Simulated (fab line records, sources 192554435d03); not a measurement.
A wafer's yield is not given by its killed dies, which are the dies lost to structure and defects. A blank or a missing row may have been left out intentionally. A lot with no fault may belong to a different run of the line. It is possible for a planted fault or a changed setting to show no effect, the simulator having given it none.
Matching of chambers	flow n5_finfet	N5_MOL_CONTACT_COAG_ETCH_67 on rie_diel-03 has 4 sister chambers
The step etches SOC in N2/H2, target depth 60 nm, overetch 21 nm, time 101.2 s. 20 wafers are shown with their chamber, then 10 later ones without.

## WAFERS PAIRED WITH THEIR CHAMBERS
wafer	chamber	drypump_motor_current_A (A)	showerhead_plenum_p_Torr (Torr)	throttle_valve_pct (%)
L075.1	0	6.1	2.51	17.88
L075.3	2	5.4	2.56	17.75
L075.5	3	6.3	2.47	17.34
L078.1	0	6.1	2.51	17.89
L078.2	2	5.4	2.56	17.75
L078.6	2	5.4	2.56	17.75
L079.3	2	5.4	2.56	17.75
L079.4	1	5.4	2.59	17.92
L079.6	3	6.3	2.47	17.37
L080.1	1	5.5	2.59	17.93
L080.2	0	6.1	2.50	17.90
L080.6	0	6.1	2.50	17.90
L082.2	0	6.1	2.50	17.89
L082.5	1	5.4	2.59	17.95
L082.6	0	6.1	2.50	17.91
L088.2	1	5.5	2.58	17.96
L088.3	0	6.1	2.50	17.92
L088.6	0	6.1	2.50	17.93
L092.1	0	6.1	2.50	17.95
L092.2	1	5.5	2.58	17.96

SIGNATURES, as means of the wafers listed above
reading	chamber 0	chamber 1	chamber 2	chamber 3	scatter within a chamber
drypump_motor_current_A	6.100	5.460	5.400	6.300	0.0274
showerhead_plenum_p_Torr	2.5022	2.5860	2.5600	2.4700	0.00415
throttle_valve_pct	17.9078	17.9440	17.7500	17.3550	0.0189
Rule: a wafer's distance from a chamber is the root of the sum, over the readings, of the square of ((its reading less the chamber's mean) divided by the reading's scatter). If the next closest chamber is less than 2 further off than the closest, the wafer can't be placed; otherwise it belongs to the closest. The scatter: the root of (the sum of the squares of (reading less its chamber's mean) over the shown wafers, divided by (wafers less chambers)).

## WAFERS WITHOUT THEIR CHAMBER
wafer	drypump_motor_current_A (A)	showerhead_plenum_p_Torr (Torr)	throttle_valve_pct (%)
L092.3	5.4	2.55	17.81
L092.4	6.3	2.46	17.40
L092.5	6.3	2.46	17.38
L092.6	5.4	2.55	17.81
L091.1	5.4	2.55	17.80
L091.3	6.3	2.46	17.40
L091.4	5.5	2.58	17.97
L095.1	6.3	2.46	17.43
L095.3	5.4	2.58	17.99
L095.4	6.1	2.49	17.96

## WHICH CHAMBER EACH ONE RAN IN
wafer	from the rows above	in truth
L092.3	2	2
L092.4	3	3
L092.5	3	3
L092.6	2	2
L091.1	2	2
L091.3	3	3
L091.4	1	1
L095.1	3	3
L095.3	1	1
L095.4	0	0
Correctly placed: 10 of 10. Left unplaced by these rows: 0. Wrongly placed: 0.
